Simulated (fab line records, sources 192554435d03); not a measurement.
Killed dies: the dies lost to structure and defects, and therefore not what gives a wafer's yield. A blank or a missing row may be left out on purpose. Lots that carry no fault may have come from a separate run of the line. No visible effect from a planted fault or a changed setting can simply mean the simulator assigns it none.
fab line records -- flow n5Finfet -- part 1 of 2: steps 1 to 24 of 29
record lots=5, wafers=15, lastDay=16
route steps=1938 shown BEOL_M14@1762 BEOL_M15@1773
lots that met no fault: taken from a fault-free run of the same line
startH: start of the lot's first displayed wafer, in hours after the record's first day -- waitH: hours elapsed since this lot's preceding step -- " unchanged from the row above -- L1.1+2: a single row standing in for several wafers -- - either no value or no given start -- * or withheld: withheld -- < > ~ a bound
route shown NAME@n: a module of which the file shows steps, and the number in the route of the first -- usual: mean and standard deviation over wafers with no fault -- same: alike in all rows -- chamber/n: place in a boat -- sites: per-site readings -- _std_site: standard deviation across them -- _edge_site: inner sites' mean taken away from outer sites' mean -- radiusMm: how far each site lies from the wafer's centre -- mask NAME#n: copy n -- behind: the most recent tool/chamber to have shaped the wafer -- hold: why the lot went on hold/how many hours it stayed there/how the hold came to an end -- device: the n, p or np transistor that did not switch -- end of line: tests of these same wafers at the route's end -- a step with no rows: only its recipe -- killed: not the wafer's yield, but the dies lost to structure and defects at the first sort -- map: a wafer's dies, marking killed ones x, the rest . and places with no die _
set.NAME: the run value of the setting; set.NAME@STEP: its run value at that earlier step -- model.NAME: the simulator's own value behind a step, which no gauge read
a table for each step, a row for each wafer; lots at some steps of the route
services: when a tool's chamber went out of use (startH, in hours from the record's first day, below 0 if earlier), for how many hours, and the reason
## steps
# step N5_BEOL_M14_SPUTTER_43
# recipe material=TaN, targetThkA=150, tempC=50, biasV=168.6, powerW=15000, chamberPressurePa=0.12, timeS=24.19
# usual chamberPressurePa=0.12/0.00023, throttleValvePct=29.9/0.74
lot.wafer,tool,chamber,startH,waitH,chamberPressurePa,throttleValvePct
L076.1,pvdSputter-02,-,253.37,0.0,0.12015,28.6
L076.3,pvdSputter-02,-,253.37,0.0,0.11996,29.4
L076.5,pvdSputter-02,-,253.37,0.0,0.12024,30.9
L083.3,pvdSputter-02,-,295.68,0.0,0.12007,29.5
L083.4,pvdSputter-02,-,295.68,0.0,0.1197,28.4
L083.6,pvdSputter-02,-,295.68,0.0,0.11988,29.4
L087.4,pvdSputter-02,-,322.86,0.0,0.12033,29.3
L087.5,pvdSputter-02,-,322.86,0.0,0.12011,29.5
L087.6,pvdSputter-02,-,322.86,0.0,0.12007,30.6
L090.1,pvdSputter-02,-,346.28,0.0,0.1197,29.5
L090.3,pvdSputter-02,-,346.28,0.0,0.12005,29.8
L090.5,pvdSputter-02,-,346.28,0.0,0.11987,28.7
L092.4,pvdSputter-02,-,349.50,0.0,0.11998,29.6
L092.5,pvdSputter-02,-,349.50,0.0,0.11957,30.8
L092.6,pvdSputter-02,-,349.50,0.0,0.11985,29.7
# step N5_BEOL_M14_SPUTTER_44
# recipe material=Ta, targetThkA=150, tempC=50, biasV=80, powerW=15000, chamberPressurePa=0.07, timeS=24.19
# usual chamberPressurePa=0.07/0.00016, throttleValvePct=29.9/0.75
lot.wafer,tool,chamber,startH,waitH,chamberPressurePa,throttleValvePct
L076.1,pvdSputter-02,-,253.45,0.0,0.07003,28.5
L076.3,pvdSputter-02,-,253.45,0.0,0.07014,29.8
L076.5,pvdSputter-02,-,253.45,0.0,0.07011,30.7
L083.3,pvdSputter-02,-,295.76,0.0,0.06992,29.5
L083.4,pvdSputter-02,-,295.76,0.0,0.06976,28.5
L083.6,pvdSputter-02,-,295.76,0.0,0.06998,29.5
L087.4,pvdSputter-02,-,322.94,0.0,0.07016,29.3
L087.5,pvdSputter-02,-,322.94,0.0,0.06983,29.7
L087.6,pvdSputter-02,-,322.94,0.0,0.07014,31.2
L090.1,pvdSputter-02,-,346.36,0.0,0.06999,29.5
L090.3,pvdSputter-02,-,346.36,0.0,0.07011,29.6
L090.5,pvdSputter-02,-,346.36,0.0,0.07066,28.5
L092.4,pvdSputter-02,-,349.58,0.0,0.07014,29.6
L092.5,pvdSputter-02,-,349.58,0.0,0.06988,31.1
L092.6,pvdSputter-02,-,349.58,0.0,0.07009,29.7
# step N5_BEOL_M14_SPUTTER_45
# recipe material=Cu, targetThkA=1000, tempC=-20, biasV=60, powerW=26000, chamberPressurePa=0.13, timeS=16.67
# usual chamberPressurePa=0.12996/0.00024, chuckSensorTempC=-16.1/0.46, throttleValvePct=29.9/0.74
lot.wafer,tool,chamber,startH,waitH,chamberPressurePa,chuckSensorTempC,throttleValvePct
L076.1,pvdSputter-02,-,253.53,0.0,0.13028,-16.1,28.6
L076.3,pvdSputter-02,-,253.53,0.0,0.13018,-16.2,29.5
L076.5,pvdSputter-02,-,253.53,0.0,0.13012,-16.3,31.2
L083.3,pvdSputter-02,-,295.84,0.0,0.12991,-17.0,29.8
L083.4,pvdSputter-02,-,295.84,0.0,0.13001,-16.2,28.2
L083.6,pvdSputter-02,-,295.84,0.0,0.12977,-15.9,29.6
L087.4,pvdSputter-02,-,323.02,0.0,0.12999,-16.0,29.8
L087.5,pvdSputter-02,-,323.02,0.0,0.13003,-16.8,29.8
L087.6,pvdSputter-02,-,323.02,0.0,0.13036,-16.0,31.2
L090.1,pvdSputter-02,-,346.44,0.0,0.12992,-16.0,29.3
L090.3,pvdSputter-02,-,346.44,0.0,0.1298,-17.0,29.7
L090.5,pvdSputter-02,-,346.44,0.0,0.13006,-16.3,28.3
L092.4,pvdSputter-02,-,349.66,0.0,0.1299,-16.1,29.7
L092.5,pvdSputter-02,-,349.66,0.0,0.13006,-16.2,30.7
L092.6,pvdSputter-02,-,349.66,0.0,0.12947,-17.0,29.8
# step N5_BEOL_M14_ECD_47
# recipe material=Cu, targetThkA=12480
lot.wafer,tool,chamber,startH,waitH
L076.1+3+5,ecdCu-01,1,253.65,0.1
L083.3+4+6,ecdCu-02,"0,1,0",296.01,0.1
L087.4+5+6,ecdCu-01,"0,0,1",323.15,0.1
L090.1+3+5,ecdCu-01,1,346.56,0.1
L092.4+5+6,ecdCu-02,"1,1,0",349.83,0.1
# step N5_BEOL_M14_ANNEAL_48
# recipe tempC=225, timeS=90, ambient=N2
# usual wafer_temp_C_max=225.98/0.26
lot.wafer,tool,chamber,startH,waitH,wafer_temp_C_max
L076.1,rtpAnneal-02,0,253.84,0.1,225.41
L076.3,rtpAnneal-02,0,253.84,0.1,225.68
L076.5,rtpAnneal-02,0,253.84,0.1,225.88
L083.3,rtpAnneal-01,0,296.89,0.8,225.70
L083.4,rtpAnneal-01,0,296.89,0.8,225.91
L083.6,rtpAnneal-01,0,296.89,0.8,226.11
L087.4,rtpAnneal-02,0,323.44,0.2,226.67
L087.5,rtpAnneal-02,0,323.44,0.2,225.97
L087.6,rtpAnneal-02,0,323.44,0.2,225.95
L090.1,rtpAnneal-01,0,347.29,0.7,225.60
L090.3,rtpAnneal-01,0,347.29,0.7,225.78
L090.5,rtpAnneal-01,0,347.29,0.7,225.46
L092.4,rtpAnneal-02,0,350.10,0.2,226.52
L092.5,rtpAnneal-02,0,350.10,0.2,226.10
L092.6,rtpAnneal-02,0,350.10,0.2,226.44
# step N5_BEOL_M14_CMP_49
# recipe stopOn=SiO2, tOverpolishS=5.2, downForcePsi=2, platenRpm=80, clearingPlatenDownForcePsi=2, clearingPlatenRpm=80, postCmpClean=cuAlkaline, targetThkNm=560, clearingPlatenPadVelocityMS=1.5917, padVelocityMS=1.5917
# usual barrierFieldEndpointS=11.3/0.35, motorCurrentA=8.7/0.9, overpolishRunS=5.200/0.0097, retainingRingPressureFrac=1.001/0.005, timeToEndpointS=119/5.8
lot.wafer,tool,chamber,startH,waitH,barrierFieldEndpointS,motorCurrentA,overpolishRunS,retainingRingPressureFrac,timeToEndpointS
L076.1,cmp-03,1,254.14,0.3,11.4,9.2,5.195,0.998,117
L076.3,cmp-03,3,254.14,0.3,11.7,9.6,5.209,0.993,125
L076.5,cmp-03,2,254.14,0.3,10.8,9.1,5.219,0.999,108
L083.3,cmp-03,3,297.64,0.7,11.6,9.5,5.196,0.998,126
L083.4,cmp-03,0,297.64,0.7,11.1,7.7,5.209,0.999,118
L083.6,cmp-03,2,297.64,0.7,11.0,8.9,5.193,1.003,115
L087.4,cmp-02,1,323.68,0.2,11.5,8.3,5.193,1.001,123
L087.5,cmp-02,3,323.68,0.2,11.3,7.4,5.199,0.999,120
L087.6,cmp-02,0,323.68,0.2,11.4,8.9,5.209,1.000,121
L090.3,cmp-02,1,347.87,0.3,11.5,8.4,5.211,0.995,121
L090.1,cmp-02,0,347.87,0.3,11.4,9.1,5.209,0.998,119
L090.5,cmp-02,1,347.87,0.3,11.7,8.5,5.207,1.004,127
L092.4,cmp-02,1,350.74,0.6,12.0,8.8,5.191,0.993,127
L092.5,cmp-02,2,350.74,0.6,11.6,9.4,5.206,0.997,123
L092.6,cmp-02,3,350.74,0.6,11.1,7.4,5.208,1.004,112
# step N5_BEOL_M14_THK_MEAS_50
# recipe thkMeasGauge=xrf, reads=Cu_of_BEOL_M14_ECD_47
# usual M14_THK=564/24
lot.wafer,tool,chamber,startH,waitH,M14_THK[nm]
L076.1,filmMetro-01,-,254.43,-,533
L076.3,filmMetro-01,-,254.43,-,530
L076.5,filmMetro-01,-,254.43,-,580
L083.3,filmMetro-01,-,297.90,-,578
L083.4,filmMetro-01,-,297.90,-,527
L083.6,filmMetro-01,-,297.90,-,528
L087.4,filmMetro-01,-,323.90,-,584
L087.5,filmMetro-01,-,323.90,-,593
L087.6,filmMetro-01,-,323.90,-,584
L090.1,filmMetro-01,-,348.17,-,577
L090.3,filmMetro-01,-,348.17,-,582
L090.5,filmMetro-01,-,348.17,-,578
L092.4,filmMetro-01,-,350.92,-,588
L092.5,filmMetro-01,-,350.92,-,534
L092.6,filmMetro-01,-,350.92,-,550
# step N5_BEOL_M14_PRE_CLEAN_52
# recipe gas=NH3, timeS=15, tempC=withheld, rfPowerW=300
lot.wafer,tool,chamber,startH,waitH
L076.1+3+5,pecvd-01,"2,1,1",254.47,0.0
L083.3+4+6,pecvd-03,"0,1,0",297.93,0.0
L087.4+5+6,pecvd-03,"2,1,0",323.95,0.0
L090.1+3+5,pecvd-03,"0,1,2",348.20,0.0
L092.4+5+6,pecvd-01,"2,0,1",350.97,0.0
# step N5_BEOL_M14_DEP_53
# recipe material=SiCN, targetThkA=500, tempC=withheld, precursor=3MS/NH3, pressureTorr=3, rfW=675, timeS=17.8
# usual chamberPressureTorr=2.998/0.0065, showerheadPlenumPTorr=4.154/0.019, throttleValvePct=17.9/0.68
lot.wafer,tool,chamber,startH,waitH,chamberPressureTorr,showerheadPlenumPTorr,throttleValvePct
L076.1,pecvd-01,2,254.49,0.0,3.002,4.162,16.4
L076.3,pecvd-01,1,254.49,0.0,2.989,4.134,18.1
L076.5,pecvd-01,1,254.49,0.0,2.989,4.144,18.2
L083.3,pecvd-03,0,297.96,0.0,2.993,4.149,17.8
L083.4,pecvd-03,1,297.96,0.0,3.003,4.141,17.5
L083.6,pecvd-03,0,297.96,0.0,2.988,4.141,17.8
L087.4,pecvd-03,2,323.98,0.0,2.992,4.142,17.8
L087.5,pecvd-03,1,323.98,0.0,2.997,4.132,17.6
L087.6,pecvd-03,0,323.98,0.0,3.000,4.150,17.8
L090.1,pecvd-03,0,348.23,0.0,2.994,4.135,17.9
L090.3,pecvd-03,1,348.23,0.0,3.002,4.152,17.7
L090.5,pecvd-03,2,348.23,0.0,3.000,4.153,18.0
L092.4,pecvd-01,2,351.00,0.0,2.995,4.171,16.6
L092.5,pecvd-01,0,351.00,0.0,2.994,4.195,17.5
L092.6,pecvd-01,1,351.00,0.0,2.994,4.124,18.1
# step N5_BEOL_M14_RS_MEAS_54
# recipe thkMeasGauge=four-point-probe, reads=Cu_of_BEOL_M14_ECD_47+Ta_of_BEOL_M14_SPUTTER_44+TaN_of_BEOL_M14_SPUTTER_43
# usual M14_RS=0.0334/0.0015
lot.wafer,tool,chamber,startH,waitH,M14_RS[ohm/sq]
L076.1,filmMetro-01,-,254.56,0.0,0.0354
L076.3,filmMetro-01,-,254.56,0.0,0.0359
L076.5,filmMetro-01,-,254.56,0.0,0.0325
L083.3,filmMetro-01,-,298.02,0.1,0.0324
L083.4,filmMetro-01,-,298.02,0.1,0.0356
L083.6,filmMetro-01,-,298.02,0.1,0.0356
L087.4,filmMetro-02,-,324.03,0.0,0.0317
L087.5,filmMetro-02,-,324.03,0.0,0.0311
L087.6,filmMetro-02,-,324.03,0.0,0.0315
L090.1,filmMetro-01,-,348.29,0.0,0.0322
L090.3,filmMetro-01,-,348.29,0.0,0.0319
L090.5,filmMetro-01,-,348.29,0.0,0.0322
L092.4,filmMetro-02,-,351.05,0.0,0.0319
L092.5,filmMetro-02,-,351.05,0.0,0.0351
L092.6,filmMetro-02,-,351.05,0.0,0.0341
# step N5_BEOL_M14_INSPECT_55
# recipe inspectInstrument=darkfield, mode=postDep
# usual rawDefectCount=66/22
lot.wafer,tool,chamber,startH,waitH,rawDefectCount
L076.1,defectInspect-02,-,254.59,0.0,67
L076.3,defectInspect-02,-,254.59,0.0,97
L076.5,defectInspect-02,-,254.59,0.0,82
L083.3,defectInspect-01,-,298.05,0.0,28
L083.4,defectInspect-01,-,298.05,0.0,54
L083.6,defectInspect-01,-,298.05,0.0,52
L087.4,defectInspect-01,-,324.06,0.0,80
L087.5,defectInspect-01,-,324.06,0.0,59
L087.6,defectInspect-01,-,324.06,0.0,80
L090.1,defectInspect-02,-,348.32,0.0,54
L090.3,defectInspect-02,-,348.32,0.0,72
L090.5,defectInspect-02,-,348.32,0.0,55
L092.4,defectInspect-01,-,351.08,0.0,54
L092.5,defectInspect-01,-,351.08,0.0,52
L092.6,defectInspect-01,-,351.08,0.0,51
# step N5_BEOL_M15_ILD_DEP_00
# recipe material=SiO2, targetThkA=16293, tempC=400, precursor=TEOS/O2, pressureTorr=6.5, rfW=900, teosFlowSccm=161.4, gas=O2, flowSccm=2650, timeS=346.1
# usual chamberPressureTorr=6.500/0.014, heaterPowerW=555/80, showerheadPlenumPTorr=8.36/0.037, throttleValvePct=18.4/1.1
lot.wafer,tool,chamber,startH,waitH,chamberPressureTorr,heaterPowerW,showerheadPlenumPTorr,throttleValvePct
L076.1,pecvd-02,2,254.62,0.0,6.494,494,8.36,18.2
L076.3,pecvd-02,0,254.62,0.0,6.517,400,8.32,20.3
L076.5,pecvd-02,0,254.62,0.0,6.536,507,8.35,20.4
L083.3,pecvd-04,2,298.09,0.0,6.487,638,8.33,16.4
L083.4,pecvd-04,2,298.09,0.0,6.520,525,8.33,16.6
L083.6,pecvd-04,0,298.09,0.0,6.497,424,8.41,17.6
L087.4,pecvd-03,1,324.20,0.1,6.487,450,8.32,17.9
L087.5,pecvd-03,0,324.20,0.1,6.483,614,8.32,18.5
L087.6,pecvd-03,2,324.20,0.1,6.510,701,8.33,18.3
L090.1,pecvd-02,1,348.36,0.0,6.521,584,8.39,18.6
L090.3,pecvd-02,0,348.36,0.0,6.497,415,8.33,20.4
L090.5,pecvd-02,0,348.36,0.0,6.496,517,8.36,20.5
L092.4,pecvd-04,0,351.22,0.1,6.520,440,8.38,17.9
L092.5,pecvd-04,1,351.22,0.1,6.501,515,8.42,19.6
L092.6,pecvd-04,2,351.22,0.1,6.528,656,8.33,16.2
# step N5_BEOL_M15_THK_MEAS_01
# recipe reads=SiO2_of_BEOL_M15_ILD_DEP_00
# usual M15_ILD_THK=1631/23
lot.wafer,tool,chamber,startH,waitH,M15_ILD_THK[nm]
L076.1,filmMetro-01,-,254.98,0.2,1604
L076.3,filmMetro-01,-,254.98,0.2,1666
L076.5,filmMetro-01,-,254.98,0.2,1647
L083.3,filmMetro-02,-,298.34,0.1,1628
L083.4,filmMetro-02,-,298.34,0.1,1636
L083.6,filmMetro-02,-,298.34,0.1,1654
L087.4,filmMetro-02,-,324.34,0.0,1644
L087.5,filmMetro-02,-,324.34,0.0,1619
L087.6,filmMetro-02,-,324.34,0.0,1659
L090.1,filmMetro-02,-,348.61,0.1,1610
L090.3,filmMetro-02,-,348.61,0.1,1623
L090.5,filmMetro-02,-,348.61,0.1,1667
L092.4,filmMetro-02,-,351.36,0.0,1652
L092.5,filmMetro-02,-,351.36,0.0,1641
L092.6,filmMetro-02,-,351.36,0.0,1642
# step N5_BEOL_M15_COAT_58
# recipe resist=BARC, tempC=205, timeS=60, spinRpm=1500, resistThkNm=89
# usual resistLineTempC=22.99/0.11
lot.wafer,tool,chamber,startH,waitH,resistLineTempC
L076.1,lithoTrack-03,0,255.01,0.0,23.07
L076.3,lithoTrack-03,0,255.01,0.0,23.18
L076.5,lithoTrack-03,0,255.01,0.0,23.00
L083.3,lithoTrack-02,0,298.37,0.0,22.81
L083.4,lithoTrack-02,0,298.37,0.0,23.01
L083.6,lithoTrack-02,0,298.37,0.0,22.86
L087.4,lithoTrack-03,0,324.37,0.0,23.06
L087.5,lithoTrack-03,0,324.37,0.0,23.09
L087.6,lithoTrack-03,0,324.37,0.0,23.18
L090.1,lithoTrack-02,0,348.64,0.0,23.03
L090.3,lithoTrack-02,0,348.64,0.0,23.16
L090.5,lithoTrack-02,0,348.64,0.0,22.99
L092.4,lithoTrack-01,0,351.40,0.0,23.03
L092.5,lithoTrack-01,0,351.40,0.0,22.98
L092.6,lithoTrack-01,0,351.40,0.0,23.03
# step N5_BEOL_M15_COAT_04
# recipe spinRpm=1704, resistThkNm=800
# usual resistLineTempC=22.98/0.13
lot.wafer,tool,chamber,startH,waitH,resistLineTempC
L076.1,lithoTrack-03,0,-,-,22.83
L076.3,lithoTrack-03,0,-,-,22.95
L076.5,lithoTrack-03,0,-,-,22.79
L083.3,lithoTrack-02,0,-,-,22.84
L083.4,lithoTrack-02,0,-,-,23.01
L083.6,lithoTrack-02,0,-,-,22.91
L087.4,lithoTrack-03,0,-,-,23.05
L087.5,lithoTrack-03,0,-,-,23.13
L087.6,lithoTrack-03,0,-,-,23.22
L090.1,lithoTrack-02,0,-,-,23.10
L090.3,lithoTrack-02,0,-,-,22.74
L090.5,lithoTrack-02,0,-,-,23.01
L092.4,lithoTrack-01,0,-,-,22.83
L092.5,lithoTrack-01,0,-,-,22.80
L092.6,lithoTrack-01,0,-,-,22.74
# step N5_BEOL_M15_EBR_06
# recipe solvent=PGMEA, ebrWidthMm=1.5
# usual resistLineTempC=23.01/0.092
lot.wafer,tool,chamber,startH,waitH,resistLineTempC
L076.1,lithoTrack-03,0,-,-,23.01
L076.3,lithoTrack-03,0,-,-,23.11
L076.5,lithoTrack-03,0,-,-,23.00
L083.3,lithoTrack-02,0,-,-,22.94
L083.4,lithoTrack-02,0,-,-,23.08
L083.6,lithoTrack-02,0,-,-,23.11
L087.4,lithoTrack-03,0,-,-,23.00
L087.5,lithoTrack-03,0,-,-,23.04
L087.6,lithoTrack-03,0,-,-,22.87
L090.1,lithoTrack-02,0,-,-,22.93
L090.3,lithoTrack-02,0,-,-,22.93
L090.5,lithoTrack-02,0,-,-,23.01
L092.4,lithoTrack-01,0,-,-,22.87
L092.5,lithoTrack-01,0,-,-,23.10
L092.6,lithoTrack-01,0,-,-,22.99
# step N5_BEOL_M15_SOFTBAKE_05
# recipe tempC=130, timeS=60
# usual resistLineTempC=22.99/0.11
lot.wafer,tool,chamber,startH,waitH,resistLineTempC
L076.1,lithoTrack-03,0,-,-,22.80
L076.3,lithoTrack-03,0,-,-,23.04
L076.5,lithoTrack-03,0,-,-,23.10
L083.3,lithoTrack-02,0,-,-,22.94
L083.4,lithoTrack-02,0,-,-,22.91
L083.6,lithoTrack-02,0,-,-,22.88
L087.4,lithoTrack-03,0,-,-,23.19
L087.5,lithoTrack-03,0,-,-,23.20
L087.6,lithoTrack-03,0,-,-,23.02
L090.1,lithoTrack-02,0,-,-,23.22
L090.3,lithoTrack-02,0,-,-,23.27
L090.5,lithoTrack-02,0,-,-,23.18
L092.4,lithoTrack-01,0,-,-,23.00
L092.5,lithoTrack-01,0,-,-,23.08
L092.6,lithoTrack-01,0,-,-,23.09
# step N5_BEOL_M15_EXPOSE_07
# recipe maskId=V14, na=0.8, sourceShape=annular, sigmaInner=0.5, sigmaOuter=0.8, polarization=unpolarized, attpsmPhaseDeg=180, doseMj=41.25
lot.wafer,tool,chamber,startH,waitH,mask
L076.1+3+5,krfScanner-02,0,255.11,-,V14#0
L083.3+4+6,krfScanner-02,0,303.72,-,V14#0
L087.4+5+6,krfScanner-01,0,324.61,-,V14#0
L090.1+3+5,krfScanner-02,0,348.86,-,V14#0
L092.4+5+6,krfScanner-02,0,351.64,-,V14#0
# step N5_BEOL_M15_PEB_08
# recipe pebTempC=130, pebTimeS=90
# usual resistLineTempC=22.99/0.093
lot.wafer,tool,chamber,startH,waitH,resistLineTempC
L076.1,lithoTrack-03,0,255.17,0.1,22.99
L076.3,lithoTrack-03,0,255.17,0.1,23.16
L076.5,lithoTrack-03,0,255.17,0.1,23.05
L083.3,lithoTrack-03,0,303.77,0.0,22.94
L083.4,lithoTrack-03,0,303.77,0.0,22.94
L083.6,lithoTrack-03,0,303.77,0.0,23.05
L087.4,lithoTrack-01,0,324.66,0.0,22.92
L087.5,lithoTrack-01,0,324.66,0.0,23.12
L087.6,lithoTrack-01,0,324.66,0.0,22.83
L090.1,lithoTrack-02,0,348.92,0.1,22.93
L090.3,lithoTrack-02,0,348.92,0.1,22.97
L090.5,lithoTrack-02,0,348.92,0.1,22.92
L092.4,lithoTrack-03,0,351.68,0.0,23.04
L092.5,lithoTrack-03,0,351.68,0.0,22.99
L092.6,lithoTrack-03,0,351.68,0.0,23.15
# step N5_BEOL_M15_DEVELOP_09
# recipe developTimeS=45, rinseLiquid=diw, dry=airSpin, devTempC=21
# usual resistLineTempC=23.01/0.095
lot.wafer,tool,chamber,startH,waitH,resistLineTempC
L076.1,lithoTrack-03,0,-,-,22.89
L076.3,lithoTrack-03,0,-,-,22.83
L076.5,lithoTrack-03,0,-,-,23.21
L083.3,lithoTrack-03,0,-,-,23.01
L083.4,lithoTrack-03,0,-,-,23.06
L083.6,lithoTrack-03,0,-,-,22.97
L087.4,lithoTrack-01,0,-,-,22.93
L087.5,lithoTrack-01,0,-,-,22.87
L087.6,lithoTrack-01,0,-,-,23.10
L090.1,lithoTrack-02,0,-,-,22.97
L090.3,lithoTrack-02,0,-,-,23.17
L090.5,lithoTrack-02,0,-,-,23.01
L092.4,lithoTrack-03,0,-,-,22.84
L092.5,lithoTrack-03,0,-,-,22.97
L092.6,lithoTrack-03,0,-,-,22.91
# step N5_BEOL_M15_HARDBAKE_14
# recipe tempC=130, timeS=120
# usual resistLineTempC=22.99/0.11
lot.wafer,tool,chamber,startH,waitH,resistLineTempC
L076.1,lithoTrack-03,0,-,-,23.35
L076.3,lithoTrack-03,0,-,-,23.16
L076.5,lithoTrack-03,0,-,-,23.19
L083.3,lithoTrack-03,0,-,-,23.08
L083.4,lithoTrack-03,0,-,-,22.94
L083.6,lithoTrack-03,0,-,-,22.96
L087.4,lithoTrack-01,0,-,-,23.02
L087.5,lithoTrack-01,0,-,-,23.11
L087.6,lithoTrack-01,0,-,-,23.11
L090.1,lithoTrack-02,0,-,-,23.05
L090.3,lithoTrack-02,0,-,-,22.79
L090.5,lithoTrack-02,0,-,-,23.06
L092.4,lithoTrack-03,0,-,-,22.83
L092.5,lithoTrack-03,0,-,-,22.90
L092.6,lithoTrack-03,0,-,-,22.87
# step N5_BEOL_M15_CD_MEAS_10
# recipe targetCdNm=360, landingEnergyEv=500, detector=seInlens, polarity=opening
# usual cdNm=361.6/2.3
lot.wafer,tool,chamber,startH,waitH,cdNm
L076.1,cdSem-02,0,255.29,-,365.6
L076.3,cdSem-02,0,255.29,-,363.1
L076.5,cdSem-02,0,255.29,-,363.5
L083.3,cdSem-03,0,303.88,-,364.4
L083.4,cdSem-03,0,303.88,-,364.9
L083.6,cdSem-03,0,303.88,-,358.9
L087.4,cdSem-03,0,324.77,-,360.4
L087.5,cdSem-03,0,324.77,-,360.4
L087.6,cdSem-03,0,324.77,-,358.6
L090.1,cdSem-01,0,349.04,-,360.6
L090.3,cdSem-01,0,349.04,-,359.1
L090.5,cdSem-01,0,349.04,-,356.8
L092.4,cdSem-01,0,351.80,-,361.4
L092.5,cdSem-01,0,351.80,-,363.2
L092.6,cdSem-01,0,351.80,-,363.5
# step N5_BEOL_M15_OVL_MEAS_11
# recipe pointsPerWafer=44
# usual V14_OVL=1/6.8
lot.wafer,tool,chamber,startH,waitH,V14_OVL[nm]
L076.1,overlay-02,0,255.32,0.0,11
L076.3,overlay-02,0,255.32,0.0,5
L076.5,overlay-02,0,255.32,0.0,9
L083.3,overlay-01,0,303.91,0.0,-7
L083.4,overlay-01,0,303.91,0.0,-4
L083.6,overlay-01,0,303.91,0.0,-6
L087.4,overlay-01,0,324.80,0.0,-9
L087.5,overlay-01,0,324.80,0.0,12
L087.6,overlay-01,0,324.80,0.0,2
L090.1,overlay-02,0,349.07,0.0,7
L090.3,overlay-02,0,349.07,0.0,1
L090.5,overlay-02,0,349.07,0.0,5
L092.4,overlay-02,0,351.82,0.0,0
L092.5,overlay-02,0,351.82,0.0,7
L092.6,overlay-02,0,351.82,0.0,6
# step N5_BEOL_M15_INSPECT_12
# recipe mode=adi, inspectInstrument=macro
# usual rawDefectCount=2.0/1.4
lot.wafer,tool,chamber,startH,waitH,rawDefectCount
L076.1,defectInspect-02,-,255.34,0.0,3
L076.3,defectInspect-02,-,255.34,0.0,0
L076.5,defectInspect-02,-,255.34,0.0,2
L083.3,defectInspect-01,-,303.94,0.0,1
L083.4,defectInspect-01,-,303.94,0.0,4
L083.6,defectInspect-01,-,303.94,0.0,0
L087.4,defectInspect-01,-,324.82,0.0,0
L087.5,defectInspect-01,-,324.82,0.0,2
L087.6,defectInspect-01,-,324.82,0.0,4
L090.1,defectInspect-02,-,349.09,0.0,4
L090.3,defectInspect-02,-,349.09,0.0,0
L090.5,defectInspect-02,-,349.09,0.0,4
L092.4,defectInspect-02,-,351.85,0.0,1
L092.5,defectInspect-02,-,351.85,0.0,0
L092.6,defectInspect-02,-,351.85,0.0,4
